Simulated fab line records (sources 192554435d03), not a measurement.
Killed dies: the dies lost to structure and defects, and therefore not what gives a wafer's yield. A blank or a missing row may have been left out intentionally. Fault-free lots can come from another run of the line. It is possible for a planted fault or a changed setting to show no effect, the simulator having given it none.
The tool behind it: which one? :: flow n5_finfet :: 11 lots with 28 wafers sampled at 5 steps, on a route of 1938 steps

WHAT THE GAUGES SHOWED, per wafer
N5_BEOL_M4_RC_MEAS_101.
lot: L940
measured: day 10 06:04
on: prober-01
DIBL_N (mV/V): 41.7 34.2 40.5
DIBL_P (mV/V): 40.4 32.3 40.5
IOFF_N (nA/um): 0.31 0.13 0.29
IOFF_P (nA/um): 0.35 0.19 0.34
ION_N (uA/um): 707 678 703
ION_P (uA/um): 476 467 475
SS_N (mV/dec): 73.8 70.7 72.2
SS_P (mV/dec): 74.9 72.7 74.8
VT_N (mV): 241 251 241
VT_P (mV): -242 -250 -243

lot: L938
measured: day 10 08:25
on: prober-02
DIBL_N (mV/V): 34.9 37.0
DIBL_P (mV/V): 33.9 37.6
IOFF_N (nA/um): 0.13 0.17
IOFF_P (nA/um): 0.17 0.22
ION_N (uA/um): 671 684
ION_P (uA/um): 460 468
SS_N (mV/dec): 70.6 71.1
SS_P (mV/dec): 73.4 74.7
VT_N (mV): 255 248
VT_P (mV): -254 -252

lot: L939
measured: day 10 11:35
on: prober-02
DIBL_N (mV/V): 37.2 40.6 39.5
DIBL_P (mV/V): 37.7 42.3 40.8
IOFF_N (nA/um): 0.14 0.24 0.20
IOFF_P (nA/um): 0.20 0.28 0.25
ION_N (uA/um): 667 706 685
ION_P (uA/um): 462 478 465
SS_N (mV/dec): 71.1 72.4 72.2
SS_P (mV/dec): 73.0 74.4 74.3
VT_N (mV): 253 241 248
VT_P (mV): -253 -245 -247

lot: L944
measured: day 11 10:42
on: prober-02
DIBL_N (mV/V): 35.6 36.0 32.7
DIBL_P (mV/V): 36.7 35.2 32.9
IOFF_N (nA/um): 0.16 0.15 0.11
IOFF_P (nA/um): 0.20 0.17 0.16
ION_N (uA/um): 667 651 653
ION_P (uA/um): 461 445 454
SS_N (mV/dec): 71.5 72.3 70.0
SS_P (mV/dec): 73.4 73.0 73.2
VT_N (mV): 247 253 254
VT_P (mV): -250 -253 -254

lot: L942
measured: day 11 21:37
on: prober-01
DIBL_N (mV/V): 39.1 37.9 34.6
DIBL_P (mV/V): 39.4 39.1 33.8
IOFF_N (nA/um): 0.21 0.18 0.12
IOFF_P (nA/um): 0.24 0.23 0.17
ION_N (uA/um): 694 666 664
ION_P (uA/um): 469 461 457
SS_N (mV/dec): 72.9 72.4 70.8
SS_P (mV/dec): 74.1 73.7 73.6
VT_N (mV): 247 250 255
VT_P (mV): -248 -251 -254

lot: L946
measured: day 12 06:16
on: prober-01
DIBL_N (mV/V): 37.4 37.1 35.6
DIBL_P (mV/V): 37.5 36.5 34.6
IOFF_N (nA/um): 0.16 0.14 0.12
IOFF_P (nA/um): 0.22 0.21 0.18
ION_N (uA/um): 680 658 665
ION_P (uA/um): 464 465 464
SS_N (mV/dec): 71.7 72.3 71.1
SS_P (mV/dec): 73.9 73.2 72.7
VT_N (mV): 251 254 255
VT_P (mV): -249 -248 -251

lot: L950
measured: day 12 13:56
on: prober-02
DIBL_N (mV/V): 34.3 36.0 36.1
DIBL_P (mV/V): 33.9 37.2 37.2
IOFF_N (nA/um): 0.12 0.16 0.15
IOFF_P (nA/um): 0.15 0.21 0.21
ION_N (uA/um): 659 688 662
ION_P (uA/um): 451 466 455
SS_N (mV/dec): 71.0 71.6 71.7
SS_P (mV/dec): 73.1 73.3 74.1
VT_N (mV): 258 249 251
VT_P (mV): -258 -253 -253

lot: L949
measured: day 13 00:13
on: prober-01
DIBL_N (mV/V): 38.7 38.1 36.4
DIBL_P (mV/V): 38.6 38.9 36.6
IOFF_N (nA/um): 0.21 0.21 0.16
IOFF_P (nA/um): 0.25 0.25 0.21
ION_N (uA/um): 703 696 677
ION_P (uA/um): 473 480 455
SS_N (mV/dec): 71.7 71.5 70.9
SS_P (mV/dec): 74.1 73.7 73.3
VT_N (mV): 243 244 248
VT_P (mV): -249 -248 -250

lot: L953
measured: day 13 11:56
on: prober-01
DIBL_N (mV/V): 37.2 33.4 35.6
DIBL_P (mV/V): 36.8 33.5 34.8
IOFF_N (nA/um): 0.19 0.13 0.16
IOFF_P (nA/um): 0.27 0.20 0.23
ION_N (uA/um): 692 670 662
ION_P (uA/um): 484 467 469
SS_N (mV/dec): 72.1 70.7 71.8
SS_P (mV/dec): 74.2 73.6 73.9
VT_N (mV): 245 251 249
VT_P (mV): -244 -249 -244

lot: L952
measured: day 14 08:44
on: prober-01
DIBL_N (mV/V): 35.4
DIBL_P (mV/V): 36.2
IOFF_N (nA/um): 0.16
IOFF_P (nA/um): 0.21
ION_N (uA/um): 656
ION_P (uA/um): 459
SS_N (mV/dec): 71.1
SS_P (mV/dec): 74.2
VT_N (mV): 251
VT_P (mV): -250

lot: L958
measured: day 15 03:38
on: prober-02
DIBL_N (mV/V): 36.6
DIBL_P (mV/V): 36.6
IOFF_N (nA/um): 0.17
IOFF_P (nA/um): 0.22
ION_N (uA/um): 691
ION_P (uA/um): 472
SS_N (mV/dec): 71.7
SS_P (mV/dec): 73.8
VT_N (mV): 249
VT_P (mV): -248

N5_BEOL_M14_CD_MEAS_28: the cd target is 284.4 nm.
lot: L940
measured: day 13 11:26
on: cd_sem-03
cd_nm (nm): 285.2 282.5 283.1

lot: L938
measured: day 13 18:58
on: cd_sem-02
cd_nm (nm): 287.2 287.7

lot: L939
measured: day 13 20:51
on: cd_sem-03
cd_nm (nm): 284.9 283.4 285.4

lot: L944
measured: day 14 14:25
on: cd_sem-02
cd_nm (nm): 287.8 286.4 284.0

lot: L942
measured: day 14 23:30
on: cd_sem-03
cd_nm (nm): 282.6 284.3 283.3

lot: L946
measured: day 15 12:51
on: cd_sem-03
cd_nm (nm): 283.3 283.6 282.4

lot: L950
measured: day 16 06:08
on: cd_sem-03
cd_nm (nm): 285.3 285.4 286.2

lot: L949
measured: day 16 11:02
on: cd_sem-03
cd_nm (nm): 287.6 286.0 285.3

lot: L953
measured: day 16 21:04
on: cd_sem-03
cd_nm (nm): 284.0 284.3 283.0

lot: L952
measured: day 18 21:34
on: cd_sem-01
cd_nm (nm): 286.5

lot: L958
measured: day 19 18:52
on: cd_sem-01
cd_nm (nm): 285.5

N5_BEOL_M14_THK_MEAS_50: measures by xrf.
lot: L940
measured: day 13 16:10
on: film_metro-01
M14_THK (nm): 585 546 584

lot: L938
measured: day 14 02:31
on: film_metro-02
M14_THK (nm): 551 570

lot: L939
measured: day 14 03:40
on: film_metro-01
M14_THK (nm): 575 559 578

lot: L944
measured: day 14 18:19
on: film_metro-02
M14_THK (nm): 537 541 569

lot: L942
measured: day 15 03:28
on: film_metro-01
M14_THK (nm): 528 536 573

lot: L946
measured: day 15 17:01
on: film_metro-01
M14_THK (nm): 549 574 550

lot: L950
measured: day 16 09:49
on: film_metro-01
M14_THK (nm): 579 559 584

lot: L949
measured: day 16 13:56
on: film_metro-02
M14_THK (nm): 543 569 526

lot: L953
measured: day 17 02:08
on: film_metro-01
M14_THK (nm): 557 556 579

lot: L952
measured: day 19 16:28
on: film_metro-02
M14_THK (nm): 949

lot: L958
measured: day 19 23:37
on: film_metro-02
M14_THK (nm): 1003

EACH LOT AND THE TOOL THAT RAN IT (in order: tool; ch and the chambers of the sampled wafers; start)
lot: L940
N5_BEOL_M14_STRIP_64: rie_diel-04 ch 0,3, day 13 11:26 or earlier
N5_BEOL_M14_CMP_49: cmp-03 ch 0,1,2, day 13 15:53

lot: L938
N5_BEOL_M14_STRIP_64: rie_diel-01 ch 1,3, day 13 18:58 or earlier
N5_BEOL_M14_CMP_49: cmp-01 ch 1,3, day 14 02:17

lot: L939
N5_BEOL_M14_STRIP_64: rie_diel-04 ch 1,2, day 13 20:51 or earlier
N5_BEOL_M14_CMP_49: cmp-01 ch 0,3, day 14 03:22

lot: L944
N5_BEOL_M14_STRIP_64: rie_diel-04 ch 0,1,3, day 14 14:25 or earlier
N5_BEOL_M14_CMP_49: cmp-03 ch 0,1, day 14 18:01

lot: L942
N5_BEOL_M14_STRIP_64: rie_diel-04 ch 0,2,3, day 14 23:30 or earlier
N5_BEOL_M14_CMP_49: cmp-01 ch 0,2, day 15 03:13

lot: L946
N5_BEOL_M14_STRIP_64: rie_diel-05 ch 0,3, day 15 12:51 or earlier
N5_BEOL_M14_CMP_49: cmp-01 ch 1,2, day 15 16:43

lot: L950
N5_BEOL_M14_STRIP_64: rie_diel-05 ch 2,3, day 16 06:08 or earlier
N5_BEOL_M14_CMP_49: cmp-01 ch 0,1, day 16 09:31

lot: L949
N5_BEOL_M14_STRIP_64: rie_diel-01 ch 0,1,3, day 16 11:02 or earlier
N5_BEOL_M14_CMP_49: cmp-01 ch 0,1,2, day 16 13:38

lot: L953
N5_BEOL_M14_STRIP_64: rie_diel-05 ch 0,2,3, day 16 21:04 or earlier
N5_BEOL_M14_CMP_49: cmp-01 ch 2,3, day 17 01:50

lot: L952
N5_BEOL_M14_STRIP_64: rie_diel-01 ch 2, day 18 21:34 or earlier
N5_BEOL_M14_CMP_49: cmp-01 ch 1, day 19 16:11

lot: L958
N5_BEOL_M14_STRIP_64: rie_diel-01 ch 0, day 19 18:52 or earlier
N5_BEOL_M14_CMP_49: cmp-01 ch 1, day 19 23:19
- N5_BEOL_M14_STRIP_64: strips in O2.
- N5_BEOL_M14_CMP_49: polishes, stops on SiO2, t overpolish 5.2 s, target thk 560 nm.

AS READ BY THE TOOLS THEMSELVES (means over the sampled wafers that have a number; for cases with no such wafer, the mark the record gives instead)
N5_BEOL_M14_STRIP_64.
lot: L940
tool: rie_diel-04
drypump_motor_current_A (A): 5.7
oes_product_au (a.u.): 0.75
rf_vpp_V (V): 3.5
showerhead_plenum_p_Torr (Torr): 2.09
throttle_valve_pct (%): 16.6

lot: L938
tool: rie_diel-01
drypump_motor_current_A (A): 5.4
oes_product_au (a.u.): 0.74
rf_vpp_V (V): 3.9
showerhead_plenum_p_Torr (Torr): 2.09
throttle_valve_pct (%): 16.8

lot: L939
tool: rie_diel-04
drypump_motor_current_A (A): 5.8
oes_product_au (a.u.): 0.79
rf_vpp_V (V): 3.9
showerhead_plenum_p_Torr (Torr): 2.06
throttle_valve_pct (%): 16.8

lot: L944
tool: rie_diel-04
drypump_motor_current_A (A): 5.8
oes_product_au (a.u.): 0.72
rf_vpp_V (V): 3.6
showerhead_plenum_p_Torr (Torr): 2.04
throttle_valve_pct (%): 16.8

lot: L942
tool: rie_diel-04
drypump_motor_current_A (A): 5.6
oes_product_au (a.u.): 0.77
rf_vpp_V (V): 3.7
showerhead_plenum_p_Torr (Torr): 2.08
throttle_valve_pct (%): 16.8

lot: L946
tool: rie_diel-05
drypump_motor_current_A (A): 5.4
oes_product_au (a.u.): 0.85
rf_vpp_V (V): 3.7
showerhead_plenum_p_Torr (Torr): 2.14
throttle_valve_pct (%): 16.3

lot: L950
tool: rie_diel-05
drypump_motor_current_A (A): 5.4
oes_product_au (a.u.): 0.90
rf_vpp_V (V): 3.8
showerhead_plenum_p_Torr (Torr): 2.20
throttle_valve_pct (%): 16.3

lot: L949
tool: rie_diel-01
drypump_motor_current_A (A): 5.7
oes_product_au (a.u.): 0.78
rf_vpp_V (V): 3.6
showerhead_plenum_p_Torr (Torr): 2.11
throttle_valve_pct (%): 16.7

lot: L953
tool: rie_diel-05
drypump_motor_current_A (A): 5.3
oes_product_au (a.u.): 0.91
rf_vpp_V (V): 4.1
showerhead_plenum_p_Torr (Torr): 2.18
throttle_valve_pct (%): 16.3

lot: L952
tool: rie_diel-01
drypump_motor_current_A (A): 5.1
oes_product_au (a.u.): 0.93
rf_vpp_V (V): 3.8
showerhead_plenum_p_Torr (Torr): 2.05
throttle_valve_pct (%): 16.5

lot: L958
tool: rie_diel-01
drypump_motor_current_A (A): 6.3
oes_product_au (a.u.): 0.83
rf_vpp_V (V): 4.1
showerhead_plenum_p_Torr (Torr): 2.15
throttle_valve_pct (%): 16.6

N5_BEOL_M14_CMP_49.
lot: L940
tool: cmp-03
barrier_field_endpoint_s (s): 11.3
motor_current_A (A): 8.3
overpolish_run_s (s): 5.199
time_to_endpoint_s (s): 121

lot: L938
tool: cmp-01
barrier_field_endpoint_s (s): 11.3
motor_current_A (A): 7.6
overpolish_run_s (s): 5.201
time_to_endpoint_s (s): 121

lot: L939
tool: cmp-01
barrier_field_endpoint_s (s): 11.3
motor_current_A (A): 8.7
overpolish_run_s (s): 5.192
time_to_endpoint_s (s): 118

lot: L944
tool: cmp-03
barrier_field_endpoint_s (s): 11.7
motor_current_A (A): 8.1
overpolish_run_s (s): 5.207
time_to_endpoint_s (s): 126

lot: L942
tool: cmp-01
barrier_field_endpoint_s (s): 11.1
motor_current_A (A): 8.7
overpolish_run_s (s): 5.193
time_to_endpoint_s (s): 119

lot: L946
tool: cmp-01
barrier_field_endpoint_s (s): 11.0
motor_current_A (A): 7.3
overpolish_run_s (s): 5.209
time_to_endpoint_s (s): 114

lot: L950
tool: cmp-01
barrier_field_endpoint_s (s): 10.9
motor_current_A (A): 7.9
overpolish_run_s (s): 5.198
time_to_endpoint_s (s): 114

lot: L949
tool: cmp-01
barrier_field_endpoint_s (s): 11.0
motor_current_A (A): 8.2
overpolish_run_s (s): 5.191
time_to_endpoint_s (s): 118

lot: L953
tool: cmp-01
barrier_field_endpoint_s (s): 11.6
motor_current_A (A): 7.7
overpolish_run_s (s): 5.196
time_to_endpoint_s (s): 128

lot: L952
tool: cmp-01
barrier_field_endpoint_s (s): 22.8
motor_current_A (A): 6.8
overpolish_run_s (s): 3.269
time_to_endpoint_s (s): 157

lot: L958
tool: cmp-01
barrier_field_endpoint_s (s): 22.1
motor_current_A (A): 7.0
overpolish_run_s (s): 3.879
time_to_endpoint_s (s): 159

THE ANSWER, worked out from the rows above alone
Rule: usual is defined by the lots themselves. The widest of any qualifying gaps counts: lots, ordered by their means at a reading, are off when they make up no more than a third of the lots, leave a main group of 4 or more, and stand apart from it by 3 or more times the standard deviation of that group's means. If all means in a main group match to the digits the tables above print for the reading, that group is not used. A lot without any number at a reading at which 4 lots or more have one is off too. Where the step has rows for the other lots, those lots are counted as sound. Order of review: gauges by route order, followed by the tools' own readings, for which a lot's mean as printed above is used. The first step at which some lot is off is used, and at that step the reading that is off furthest; a lot without a number counts as furthest.
Off: L952, L958, seen at N5_BEOL_M14_THK_MEAS_50 (M14_THK). Main group: mean 560 nm, sd 10.
If a tool, at a process step before that reading, ran all the lots that are off and no sound lot after the first of them, it fits. Not tried: the gauges at N5_BEOL_M14_THK_MEAS_50; whatever is off there is also off at N5_BEOL_M14_CMP_49, on other tools, and gauge error can't account for it. With no start given for some of its lots, N5_BEOL_M14_STRIP_64 uses the hours and lot order of N5_BEOL_M14_CD_MEAS_28. 2 tools fit, rie_diel-01 at N5_BEOL_M14_STRIP_64 and cmp-01 at N5_BEOL_M14_CMP_49, so this cannot tell which one it is.

WHAT THE SIMULATOR PUT IN
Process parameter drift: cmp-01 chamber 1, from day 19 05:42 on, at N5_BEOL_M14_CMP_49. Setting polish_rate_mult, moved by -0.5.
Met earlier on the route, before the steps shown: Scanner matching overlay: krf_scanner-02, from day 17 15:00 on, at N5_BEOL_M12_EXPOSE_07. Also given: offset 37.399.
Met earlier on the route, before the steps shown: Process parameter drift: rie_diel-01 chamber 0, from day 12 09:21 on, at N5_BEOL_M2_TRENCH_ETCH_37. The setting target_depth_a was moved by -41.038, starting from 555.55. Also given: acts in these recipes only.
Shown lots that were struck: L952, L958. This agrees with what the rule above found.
